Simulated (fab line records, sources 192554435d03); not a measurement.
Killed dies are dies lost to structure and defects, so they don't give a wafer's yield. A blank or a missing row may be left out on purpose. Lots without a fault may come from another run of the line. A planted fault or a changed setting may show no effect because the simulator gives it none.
Split-lot experiment | flow n5_finfet | 7 lots, 39 wafers read, on a route of 1938 steps

THE SPLIT
At N5_BEOL_M10_VIA_ETCH_34 (etches SiCOH lowk in C4F6/O2, target depth 184.5 nm, time 69.2 s), the setting time_s was moved away from the recipe's 69.2 s on 15 of the 39 wafers read, by -19.5% to +44.5%. The other wafers ran this setting at the recipe's value.

The reading is taken at the split's own step.

THE READING
SOC_of_BEOL_M10_COAT_63.thk_nm (the simulator's own value, which no gauge read), in nm, at N5_BEOL_M10_VIA_ETCH_34 (etches SiCOH lowk in C4F6/O2, target depth 184.5 nm, time 69.2 s). The file gives no usual value for it. The 24 wafers here that ran the recipe average 92.3 nm, standard deviation 0.26 nm.

wafer  | tool, chamber at the split | time_s as run, s | against the recipe | SOC_of_BEOL_M10_COAT_63.thk_nm, nm | against lot-mates on the recipe
L075.1 | rie_diel-02, 0             | 98.39            | +42.2%             | 88.8                               | -3.3
L075.2 | rie_diel-02, 1             | 69.2             | recipe             | 92.2                               | -
L075.3 | rie_diel-02, 2             | 69.2             | recipe             | 92                                 | -
L075.4 | rie_diel-02, 3             | 98.39            | +42.2%             | 89.2                               | -2.9
L075.5 | rie_diel-02, 0             | 98.39            | +42.2%             | 89.2                               | -2.9
L075.6 | rie_diel-02, 1             | 69.2             | recipe             | 92                                 | -
L074.2 | rie_diel-02, 0             | 69.2             | recipe             | 92.4                               | -
L074.4 | rie_diel-02, 1             | 69.2             | recipe             | 92                                 | -
L074.5 | rie_diel-02, 3             | 69.2             | recipe             | 92.6                               | -
L077.1 | rie_diel-02, 1             | 69.2             | recipe             | 92.4                               | -
L077.2 | rie_diel-02, 0             | 98.47            | +42.3%             | 88.8                               | -3.6
L077.3 | rie_diel-02, 2             | 69.2             | recipe             | 92.4                               | -
L077.4 | rie_diel-02, 0             | 98.47            | +42.3%             | 89.2                               | -3.2
L077.5 | rie_diel-02, 1             | 98.47            | +42.3%             | 89                                 | -3.4
L077.6 | rie_diel-02, 2             | 69.2             | recipe             | 92.4                               | -
L080.1 | rie_diel-02, 0             | 69.2             | recipe             | 92.2                               | -
L080.2 | rie_diel-02, 2             | 69.2             | recipe             | 92.6                               | -
L080.3 | rie_diel-02, 1             | 55.72            | -19.5%             | 93.8                               | +1.4
L080.4 | rie_diel-02, 2             | 69.2             | recipe             | 92.4                               | -
L080.5 | rie_diel-02, 0             | 55.72            | -19.5%             | 93.6                               | +1.2
L080.6 | rie_diel-02, 1             | 55.72            | -19.5%             | 93.6                               | +1.2
L084.1 | rie_diel-06, 1             | 69.2             | recipe             | 92.4                               | -
L084.2 | rie_diel-06, 3             | 99.99            | +44.5%             | 88.8                               | -3.5
L084.3 | rie_diel-06, 2             | 99.99            | +44.5%             | 88                                 | -4.3
L084.4 | rie_diel-06, 0             | 69.2             | recipe             | 92.2                               | -
L084.5 | rie_diel-06, 1             | 69.2             | recipe             | 92.4                               | -
L084.6 | rie_diel-06, 2             | 99.99            | +44.5%             | 87.6                               | -4.7
L089.1 | rie_diel-02, 3             | 69.2             | recipe             | 91.8                               | -
L089.2 | rie_diel-02, 0             | 69.2             | recipe             | 91.6                               | -
L089.3 | rie_diel-02, 2             | 69.2             | recipe             | 92.2                               | -
L089.4 | rie_diel-02, 1             | 94.63            | +36.7%             | 88.6                               | -3.3
L089.5 | rie_diel-02, 3             | 94.63            | +36.7%             | 88.6                               | -3.3
L089.6 | rie_diel-02, 0             | 94.63            | +36.7%             | 88.8                               | -3.1
L091.1 | rie_diel-05, 2             | 69.2             | recipe             | 92.8                               | -
L091.2 | rie_diel-05, 0             | 69.2             | recipe             | 92.6                               | -
L091.3 | rie_diel-05, 1             | 69.2             | recipe             | 92.2                               | -
L091.4 | rie_diel-05, 3             | 69.2             | recipe             | 92.4                               | -
L091.5 | rie_diel-05, 3             | 69.2             | recipe             | 92.2                               | -
L091.6 | rie_diel-05, 2             | 69.2             | recipe             | 92.4                               | -

THE FIT
A straight line over all 39 wafers: SOC_of_BEOL_M10_COAT_63.thk_nm changes by -0.0842 nm for each +1% of time_s; r = -0.98; the points scatter about the line by 0.35 nm.
The same after taking each lot's own level away (the mean of its wafers on the recipe; 39 wafers): -0.0814 nm for each +1%; r = -0.98; scatter 0.32 nm.
On that fit, the largest move of time_s shifts the reading by 3.6 nm.
The lots' own levels span 91.87 to 92.43 nm, that is 2.1 times the standard deviation above.
So the lot-to-lot level changes the slope little: the two slopes agree.
Check: with one of the wafers moved furthest among these (+44.5%) left out of the fit, the line predicts -3.68 nm for it against its lot-mates. It came out at -3.53 nm against them.

OTHER SPLITS ON THESE WAFERS
These wafers also went through other splits before the reading. Each is held against what the fit with the lots' levels taken away leaves over:
other split on the same wafers     | wafers away from the commonest value | r with SOC_of_BEOL_M10_COAT_63.thk_nm (lot level and that fit taken away)
N5_BEOL_M6_ETCH_62 target_depth_a  | 18                                   | -0.18
N5_BEOL_M8_ILD_DEP_00 target_thk_a | 15                                   | +0.24

THE WHOLE CHAIN: every reading that the file lists as answering this split, in the file's order
step                    | what it does                                                     | reading                                                                         | change (the file's fit)                | r (the file's)
N5_BEOL_M10_VIA_ETCH_34 | etches SiCOH lowk in C4F6/O2, target depth 184.5 nm, time 69.2 s | etch.depth_nm (the simulator's own value, which no gauge read)                  | +1.95 nm for each +1% of the setting   | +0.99
N5_BEOL_M10_VIA_ETCH_34 | etches SiCOH lowk in C4F6/O2, target depth 184.5 nm, time 69.2 s | SOC_of_BEOL_M10_COAT_63.thk_nm (the simulator's own value, which no gauge read) | -0.0824 nm for each +1% of the setting | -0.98

THE FILE'S OWN FIT
SOC_of_BEOL_M10_COAT_63.thk_nm changes by -0.0824 nm for each +1% of time_s, r = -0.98.
